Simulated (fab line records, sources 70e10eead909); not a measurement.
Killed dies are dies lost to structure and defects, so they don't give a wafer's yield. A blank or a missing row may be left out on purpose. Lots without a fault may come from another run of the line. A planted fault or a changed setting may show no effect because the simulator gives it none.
fab line records | flow nand_harc
record lots=12 wafers=36 last_day=34
route steps=1302 shown P_M0@284 P_M1@304 END@1302
lots that met no fault: from a run of the same line without faults
start_h: hours from the record's first day to the start of the lot's first wafer shown | wait_h: hours since the lot's step before | " the same as in the row above | L1.1+2: a row that stands for several wafers | - no value, or no start given | * or withheld: withheld | < > ~ a bound
route shown NAME@n: a module of which the file shows steps, and the number in the route of the first | usual: mean/standard deviation of fault-free wafers | same: alike in all rows | chamber/n: place in a boat | sites: the reading at each site | _std_site: their standard deviation | _edge_site: outer sites' mean less inner sites' | radius_mm: how far each site lies from the wafer's centre | mask NAME#n: copy n | behind: the tool/chamber that last shaped the wafer | hold: why the lot was held/for how many hours/how that ended | device: the transistor (n, p or np) that didn't switch | end of line: the same wafers' tests at the end of the route | a step without rows: its recipe alone | killed: dies lost to structure and defects at the first sort, not the wafer's yield | map: a wafer's dies, x killed, . not, _ none there
set.NAME: the setting as run; set.NAME@STEP: as run at that earlier step | model.NAME: the simulator's own value behind a step, which no gauge read
steps of the route over a sample of lots; a table a step, a row a wafer
services: from which hour (start_h, from the record's first day; less than 0 if before it) a tool's chamber was out of use, for how many hours, and why
## steps
# step NHARC_P_M0_DEP_32
# recipe target_thk_a=300 temp_c=370 target_thk_nm=30 pressure_torr=3 flow_sccm=200 rf_w=450 material=SiCN
# usual heater_power_w=578/65 showerhead_vpp_V=1321/75
# columns lot.wafer tool chamber start_h wait_h heater_power_w showerhead_vpp_V since_wet_clean_h
L825.2 pecvd-03 2 132.22 0.1 572 1290 115
L825.1 " 0 " " 654 1373 115
L825.6 " 2 " " 578 1280 -
L826.3 pecvd-04 0 143.76 0.1 557 1307 43
L826.5 " 0 " " 537 1290 -
L826.4 " 1 " " 558 1276 -
L828.2 pecvd-01 2 159.90 0.1 642 1179 17
L828.1 " 0 " " 631 1406 17
L828.6 " 2 " " 646 1167 -
L830.2 pecvd-01 1 187.14 0.1 580 1373 44
L830.3 " 2 " " 573 1173 44
L830.4 " 2 " " 582 1182 -
L831.1 pecvd-04 1 189.42 0.1 607 1271 88
L831.2 " 0 " " 531 1314 89
L831.4 " 0 " " 541 1298 -
L833.1 pecvd-03 1 210.41 0.1 532 1269 12
L833.3 " 2 " " 700 1274 12
L833.6 " 2 " " 662 1294 -
L837.2 pecvd-01 0 271.69 0.1 622 1396 129
L837.5 " 1 " " 603 1390 -
L837.6 " 2 " " 559 1189 -
L839.1 pecvd-03 2 271.93 0.1 656 1275 73
L839.3 " 0 " " 593 1358 73
L839.2 " 1 " " 524 1290 73
L844.1 pecvd-04 0 330.18 0.1 474 1308 48
L844.3 " 2 " " 559 1388 48
L844.4 " 1 " " 598 1274 -
L845.3 pecvd-03 0 342.13 0.1 627 1350 143
L845.1 " 1 " " 490 1249 143
L845.5 " 1 " " 489 1277 -
L846.1 pecvd-01 1 345.31 0.1 421 1377 21
L846.3 " 0 " " 691 1407 21
L846.4 " 0 " " 703 1422 -
L847.3 pecvd-04 2 357.56 0.1 485 1367 76
L847.4 " 2 " " 503 1390 -
L847.6 " 0 " " 442 1304 -
# step NHARC_P_M1_STRIP_19
# recipe time_s=600 temp_c=30 chemistry=post_etch_residue_remover
# usual bath_heat_duty_pct=12.7/1.4 run_length_s=603.5/1.1
# columns lot.wafer tool chamber start_h wait_h bath_heat_duty_pct run_length_s
L825.6 wet_bench-08 2 134.29 - 14.0 602.9
L825.1 " 4 " " 9.9 604.3
L825.2 " 5 " " 14.4 602.2
L826.4 wet_bench-08 0 145.95 - 12.4 604.2
L826.3 " 1 " " 11.4 603.8
L826.5 " 3 " " 11.7 602.4
L828.2 wet_bench-10 6 162.05 - 11.6 604.1
L828.1 " 7 " " 13.0 603.1
L828.6 " 0 " " 12.5 602.6
L830.4 wet_bench-10 1 189.27 - 13.0 604.8
L830.3 " 2 " " 14.9 602.0
L830.2 " 6 " " 11.9 603.5
L831.2 wet_bench-08 7 191.62 - 13.1 605.1
L831.1 " 0 " " 12.1 604.6
L831.4 " 4 " " 11.4 604.9
L833.1 wet_bench-10 3 212.74 - 11.7 605.4
L833.6 " 4 " " 10.5 602.1
L833.3 " 6 " " 11.3 603.4
L837.2 wet_bench-10 3 273.96 - - -
L837.6 " 4 " " - -
L837.5 " 5 " " - -
L839.2 wet_bench-08 3 274.11 - - -
L839.1 " 4 " " - -
L839.3 " 5 " " - -
L844.3 wet_bench-08 4 332.41 - 10.4 604.4
L844.1 " 5 " " 13.9 602.2
L844.4 " 1 " " 12.0 602.9
L845.5 wet_bench-08 6 344.39 - 12.9 603.6
L845.3 " 1 " " 9.9 603.5
L845.1 " 2 " " 15.0 603.1
L846.1 wet_bench-08 3 347.56 - 11.4 602.5
L846.3 " 5 " " 13.2 600.8
L846.4 " 6 " " 13.4 603.5
L847.4 wet_bench-08 1 359.69 - 10.8 604.0
L847.3 " 3 " " 11.8 602.8
L847.6 " 5 " " 14.0 602.1
# step NHARC_P_M1_DEGAS_29
# recipe temp_c=250 time_s=60
# usual heater_power_w=322/31
# columns lot.wafer tool chamber start_h wait_h heater_power_w
L825.2 pvd_sputter-02 - 134.55 - 372
L825.1 " - " " 359
L825.6 " - " " 360
L826.3 pvd_sputter-03 - 146.21 - 290
L826.4 " - " " 305
L826.5 " - " " 304
L828.1 pvd_sputter-01 - 162.30 - 304
L828.2 " - " " 374
L828.6 " - " " 306
L830.2 pvd_sputter-02 - 189.54 - 267
L830.4 " - " " 356
L830.3 " - " " 355
L831.2 pvd_sputter-01 - 191.89 - 378
L831.4 " - " " 297
L831.1 " - " " 364
L833.1 pvd_sputter-03 - 213.00 - 322
L833.3 " - " " 310
L833.6 " - " " 326
L837.2 pvd_sputter-03 - 274.24 0.3 298
L837.6 " - " " 310
L837.5 " - " " 307
L839.1 pvd_sputter-02 - 274.38 0.3 354
L839.2 " - " " 361
L839.3 " - " " 342
L844.3 pvd_sputter-03 - 332.68 - 296
L844.4 " - " " 277
L844.1 " - " " 302
L845.3 pvd_sputter-02 - 344.67 - 282
L845.1 " - " " 359
L845.5 " - " " 346
L846.1 pvd_sputter-03 - 347.82 - 317
L846.3 " - " " 294
L846.4 " - " " 273
L847.3 pvd_sputter-01 - 359.96 - 363
L847.4 " - " " 366
L847.6 " - " " 310
# step NHARC_P_M1_ANNEAL_31
# recipe temp_c=225 time_s=90
# usual wafer_temp_C_max=225.93/0.25
# columns lot.wafer tool chamber start_h wait_h wafer_temp_C_max
L825.1 rtp_anneal-02 0 135.29 0.3 226.49
L825.2 " 0 " " 225.74
L825.6 " 0 " " 226.39
L826.3 rtp_anneal-01 0 147.04 - 225.66
L826.4 " 0 " " 225.93
L826.5 " 0 " " 226.03
L828.1 rtp_anneal-02 0 163.04 - 225.66
L828.2 " 0 " " 225.80
L828.6 " 0 " " 225.95
L830.2 rtp_anneal-01 0 190.33 0.4 225.74
L830.3 " 0 " " 225.58
L830.4 " 0 " " 226.32
L831.1 rtp_anneal-01 0 192.66 0.3 225.84
L831.2 " 0 " " 226.12
L831.4 " 0 " " 225.68
L833.1 rtp_anneal-01 0 213.77 0.3 225.77
L833.3 " 0 " " 225.79
L833.6 " 0 " " 226.26
L837.2 rtp_anneal-01 0 275.02 0.3 225.81
L837.5 " 0 " " 225.75
L837.6 " 0 " " 225.78
L839.1 rtp_anneal-02 0 275.13 0.3 226.02
L839.2 " 0 " " 225.93
L839.3 " 0 " " 225.85
L844.1 rtp_anneal-01 0 333.44 - 225.80
L844.3 " 0 " " 225.78
L844.4 " 0 " " 225.74
L845.1 rtp_anneal-01 0 345.39 0.3 225.38
L845.3 " 0 " " 225.30
L845.5 " 0 " " 225.77
L846.1 rtp_anneal-02 0 348.58 0.3 226.04
L846.3 " 0 " " 226.24
L846.4 " 0 " " 226.07
L847.3 rtp_anneal-02 0 360.79 - 225.54
L847.4 " 0 " " 225.94
L847.6 " 0 " " 226.14
# step NHARC_END_SORT_01
# recipe temp_c=25
# usual defect_limited_yield=92.0/2.8 killed_at_array=49/19 killed_at_other=0.9/1.1 killed_at_periphery=4.0/2.7 killed_dies=54/19 killed_open=3.3/1.8 killed_short=2.6/1.6 sort_bin_2_pct=2.9/1.2 sort_bin_3_pct=0.5/0.36 sort_bin_4_pct=4.6/1.5 sort_n_pass=623/19 sort_rim_yield_pct=91/4.7 sort_yield_pct=92.0/2.8
# same gross_dies=677 sort_bin_5_pct[%]=0 sort_bin_6_pct[%]=0 sort_bin_7_pct[%]=0 sort_bin_8_pct[%]=0 sort_rim_n_gross=106.00
# columns lot.wafer tool chamber start_h wait_h defect_limited_yield[%] killed_at_array killed_at_other killed_at_periphery killed_dies killed_open killed_short sort_bin_2_pct[%] sort_bin_3_pct[%] sort_bin_4_pct[%] sort_n_pass sort_rim_yield_pct[%] sort_yield_pct[%]
L826.3 prober-02 0 582.53 3.1 95.4 25 2 4 31 3 0 1.5 0.3 2.8 646 92 95.4
L826.4 prober-02 0 583.33 3.4 93.1 43 0 4 47 2 3 3.2 0.4 3.2 630 94 93.1
L826.5 prober-02 0 584.12 3.7 92.9 42 1 5 48 9 4 3.0 0.4 3.7 629 92 92.9
L831.1 prober-01 0 607.23 2.5 86.6 86 0 5 91 4 4 4.3 1.2 8.0 586 81 86.6
L831.2 prober-01 0 608.03 2.8 90.3 65 1 0 66 1 3 2.8 1.5 5.5 611 92 90.3
L831.4 prober-01 0 609.65 3.4 87.0 85 0 3 88 2 5 3.8 1.9 7.2 589 86 87.0
L830.2 prober-02 0 608.08 2.8 91.3 53 1 5 59 0 3 3.4 1.2 4.1 618 86 91.3
L830.4 prober-02 0 609.68 3.4 89.8 66 1 2 69 1 4 3.5 1.0 5.6 608 92 89.8
L837.2 prober-02 0 715.55 2.8 87.1 86 1 0 87 3 1 4.6 1.6 6.6 590 93 87.1
L837.5 prober-02 0 717.97 3.7 87.9 79 1 2 82 4 1 5.3 0.6 6.2 595 91 87.9
L837.6 prober-02 0 718.78 4.0 90.1 63 2 2 67 4 1 4.0 0.9 5.0 610 81 90.1
L839.1 prober-02 0 722.56 2.5 95.6 26 0 4 30 2 6 1.6 0.3 2.5 647 93 95.6
L839.2 prober-02 0 723.36 2.8 96.2 25 0 1 26 2 3 0.9 0.3 2.7 651 98 96.2
L839.3 prober-02 0 724.16 3.1 94.8 30 1 4 35 5 5 2.1 0 3.1 642 96 94.8
L845.1 prober-01 0 779.31 2.5 88.9 68 4 3 75 4 1 4.0 1.0 6.1 602 89 88.9
L845.3 prober-01 0 780.92 3.1 90.7 57 2 4 63 6 3 3.7 0.6 5.0 614 97 90.7
L845.5 prober-01 0 782.53 3.7 89.2 65 5 3 73 1 3 3.5 0.6 6.6 604 94 89.2
L844.1 prober-02 0 787.05 2.5 90.4 61 0 4 65 4 6 2.7 0.3 6.6 612 94 90.4
L844.3 prober-02 0 788.65 3.1 91.7 55 0 1 56 2 2 2.8 0.4 5.0 621 97 91.7
L844.4 prober-02 0 789.44 3.4 93.4 40 0 5 45 3 2 1.9 0.6 4.1 632 87 93.4
# killed by level:class
L826.3 A_CHANNEL_HOLE_D2:chamber_film_flake=17 P_GATE:chamber_film_flake=3 A_WL_FILL:geometric_particle:open=2 A_CHANNEL_HOLE_D1:chamber_film_flake=2 A_CONTACT:chamber_film_flake=2 THIN_TSV:chamber_film_flake=2 A_ONON_D1:geometric_particle:open=1 P_BONDPAD:chamber_film_flake=1
L826.4 A_CHANNEL_HOLE_D2:chamber_film_flake=32 P_STI:chamber_film_flake=2 A_CONTACT:chamber_film_flake=2 P_M0:geometric_particle:open=1 A_CHANNEL_HOLE_D1:geometric_particle:open=1 A_CHANNEL_FILL_D1:geometric_particle:short=1 A_ONON_D2:geometric_particle:short=1 A_SGD_CUT:geometric_particle:short=1
L826.5 A_CHANNEL_HOLE_D2:chamber_film_flake=22 A_CONTACT:chamber_film_flake=3 A_ONON_D1:geometric_particle:open=2 A_ONON_D2:geometric_particle:open=2 A_CHANNEL_FILL_D2:geometric_particle:short=2 P_STI:chamber_film_flake=2 A_CHANNEL_HOLE_D1:chamber_film_flake=2 A_WL_FILL:chamber_film_flake=2
L831.1 A_CHANNEL_HOLE_D2:chamber_film_flake=28 A_CHANNEL_HOLE_D1:chamber_film_flake=25 A_SLIT:chamber_film_flake=18 A_CONTACT:chamber_film_flake=6 P_ZERO_WELL:chamber_film_flake=4 A_CHANNEL_FILL_D2:geometric_particle:open=2 A_ONON_D1:geometric_particle:open=1 A_DECK1_JOINT:geometric_particle:short=1
L831.2 A_SLIT:chamber_film_flake=30 A_CHANNEL_HOLE_D1:chamber_film_flake=13 A_CHANNEL_HOLE_D2:chamber_film_flake=12 A_CONTACT:chamber_film_flake=7 A_DECK1_JOINT:geometric_particle:short=1 A_M0:geometric_particle:short=1 A_M1:geometric_particle:open=1 STARTING-WAFER:geometric_particle:short=1
L830.2 A_CHANNEL_HOLE_D2:chamber_film_flake=17 A_SLIT:chamber_film_flake=15 A_CONTACT:chamber_film_flake=10 A_CHANNEL_HOLE_D1:chamber_film_flake=5 P_GATE:chamber_film_flake=3 A_CHANNEL_FILL_D2:geometric_particle:short=2 P_GATE:geometric_particle:short=1 P_ZERO_WELL:chamber_film_flake=1
L831.4 A_CHANNEL_HOLE_D1:chamber_film_flake=33 A_SLIT:chamber_film_flake=26 A_CHANNEL_HOLE_D2:chamber_film_flake=15 A_CONTACT:chamber_film_flake=5 P_ZERO_WELL:chamber_film_flake=2 P_M1:geometric_particle:short=1 A_SOURCE_PLATE:geometric_particle:short=1 A_CHANNEL_FILL_D1:geometric_particle:short=1
L830.4 A_SLIT:chamber_film_flake=34 A_CHANNEL_HOLE_D2:chamber_film_flake=16 A_CONTACT:chamber_film_flake=6 A_BLC:chamber_film_flake=3 A_M0:geometric_particle:short=2 A_CHANNEL_HOLE_D1:chamber_film_flake=2 P_CONTACT:geometric_particle:short=1 A_WL_FILL:geometric_particle:open=1
L837.2 A_CHANNEL_HOLE_D1:chamber_film_flake=36 A_SLIT:chamber_film_flake=24 A_CHANNEL_HOLE_D2:chamber_film_flake=14 A_CONTACT:chamber_film_flake=3 A_CHANNEL_FILL_D2:chamber_film_flake=2 A_STAIRCASE:chamber_film_flake=2 A_DECK1_JOINT:geometric_particle:open=1 A_ONON_D2:geometric_particle:open=1
L837.5 A_CHANNEL_HOLE_D1:chamber_film_flake=29 A_SLIT:chamber_film_flake=28 A_CHANNEL_HOLE_D2:chamber_film_flake=11 A_CONTACT:chamber_film_flake=3 A_STAIRCASE:chamber_film_flake=2 P_CONTACT:geometric_particle:open=1 A_ONON_D1:geometric_particle:open=1 A_CHANNEL_FILL_D1:geometric_particle:short=1
L837.6 A_SLIT:chamber_film_flake=21 A_CHANNEL_HOLE_D1:chamber_film_flake=17 A_CHANNEL_HOLE_D2:chamber_film_flake=16 A_ZERO_WELL:chamber_film_flake=2 THIN_TSV:chamber_film_flake=2 A_CHANNEL_FILL_D2:chamber_film_flake=2 P_M0:geometric_particle:short=1 P_M2:geometric_particle:open=1
L839.1 A_CHANNEL_HOLE_D1:chamber_film_flake=8 A_CONTACT:chamber_film_flake=7 A_CHANNEL_FILL_D1:geometric_particle:short=2 P_ZERO_WELL:chamber_film_flake=2 A_STAIRCASE:chamber_film_flake=2 P_GATE:geometric_particle:open=1 A_ONON_D1:geometric_particle:short=1 A_DECK1_JOINT:geometric_particle:short=1
L839.2 A_CHANNEL_HOLE_D1:chamber_film_flake=9 A_CONTACT:chamber_film_flake=4 A_SLIT:chamber_film_flake=3 A_DECK1_JOINT:chamber_film_flake=2 A_CHANNEL_HOLE_D2:chamber_film_flake=2 P_CONTACT:geometric_particle:open=1 A_ONON_D1:geometric_particle:short=1 A_ONON_D2:geometric_particle:short=1
L839.3 A_CHANNEL_HOLE_D1:chamber_film_flake=9 A_CONTACT:chamber_film_flake=5 A_STAIRCASE:chamber_film_flake=3 A_SLIT:chamber_film_flake=3 P_CONTACT:geometric_particle:open=2 A_CHANNEL_HOLE_D2:geometric_particle:short=2 P_GATE:geometric_particle:short=1 A_CHANNEL_FILL_D1:geometric_particle:open=1
L845.1 A_SLIT:chamber_film_flake=38 A_CONTACT:chamber_film_flake=13 A_CHANNEL_HOLE_D1:chamber_film_flake=10 THIN_TSV:chamber_film_flake=3 P_GATE:chamber_film_flake=2 A_STAIRCASE:chamber_film_flake=2 A_ONON_D1:geometric_particle:open=1 A_CHANNEL_FILL_D2:geometric_particle:open=1
L845.3 A_SLIT:chamber_film_flake=28 A_CHANNEL_HOLE_D1:chamber_film_flake=12 A_CONTACT:chamber_film_flake=5 A_M0:geometric_particle:open=2 P_GATE:chamber_film_flake=2 THIN_TSV:chamber_film_flake=2 P_M2:geometric_particle:open=1 A_CHANNEL_HOLE_D1:geometric_particle:open=1
L845.5 A_SLIT:chamber_film_flake=40 A_CHANNEL_HOLE_D1:chamber_film_flake=11 A_CONTACT:chamber_film_flake=7 THIN_TSV:chamber_film_flake=5 A_STAIRCASE:chamber_film_flake=3 P_GATE:chamber_film_flake=2 P_CONTACT:geometric_particle:short=1 A_ONON_D1:geometric_particle:short=1
L844.1 A_CHANNEL_HOLE_D2:chamber_film_flake=27 A_SLIT:chamber_film_flake=15 A_CONTACT:chamber_film_flake=5 P_GATE:chamber_film_flake=3 A_WL_FILL:geometric_particle:short=2 A_STAIRCASE:chamber_film_flake=2 A_CHANNEL_HOLE_D1:unspecified=2 A_ONON_D1:geometric_particle:short=1
L844.3 A_CHANNEL_HOLE_D2:chamber_film_flake=30 A_SLIT:chamber_film_flake=9 A_CONTACT:chamber_film_flake=7 A_CHANNEL_HOLE_D1:chamber_film_flake=2 A_STAIRCASE:chamber_film_flake=2 A_CHANNEL_FILL_D1:geometric_particle:short=1 A_CHANNEL_FILL_D1:geometric_particle:open=1 A_SGD_CUT:geometric_particle:open=1
L844.4 A_CHANNEL_HOLE_D2:chamber_film_flake=15 A_SLIT:chamber_film_flake=13 A_CONTACT:chamber_film_flake=5 P_GATE:chamber_film_flake=2 A_CHANNEL_HOLE_D1:chamber_film_flake=2 A_STAIRCASE:chamber_film_flake=2 P_GATE:geometric_particle:open=1 P_GATE:geometric_particle:short=1
## services
# columns tool chamber start_h hours kind
wet_bench-08 - 118.40 8.0 pm
wet_bench-08 0 126.40 - consumable_replace:bath
wet_bench-08 0 126.40 - consumable_replace:filter
wet_bench-08 1 126.40 - consumable_replace:bath
pecvd-01 - 130.00 13.0 pm
wet_bench-10 - 135.20 8.0 pm
pvd_sputter-02 - 150.74 3.4 repair
pecvd-03 0 169.78 5.7 repair
pvd_sputter-03 - 170.00 10.0 pm
pvd_sputter-02 - 172.72 1.0 repair
pvd_sputter-01 - 180.58 1.8 repair
pecvd-03 - 185.75 13.0 pm
pecvd-04 1 202.67 2.5 repair
pecvd-01 - 210.32 1.2 repair
pvd_sputter-01 - 226.04 10.0 pm
pecvd-03 1 254.97 6.6 repair
pecvd-04 - 269.05 13.0 pm
pvd_sputter-02 - 282.07 10.0 pm
wet_bench-08 - 294.40 8.0 pm
pvd_sputter-02 - 295.20 1.3 repair
pecvd-03 - 309.30 0.9 repair
pecvd-01 - 311.00 13.0 pm
wet_bench-10 - 311.20 8.0 pm
pvd_sputter-03 - 348.02 10.0 pm
## key
first_sign step=NHARC_P_M1_STRIP_19 reading=tool_record direction=missing
effect none on later readings
met_at NHARC_P_M1_STRIP_19
struck_lots L837,L839
not_acting_at NHARC_P_M0_DEP_32,NHARC_P_M1_DEGAS_29,NHARC_P_M1_ANNEAL_31
onset_between 212.74 273.96
fault kind=skipped_step_whole tool=wet_bench-08,wet_bench-10 chamber=- onset_h=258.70 steps=NHARC_P_M1_STRIP_19 scope=struck_lots_only
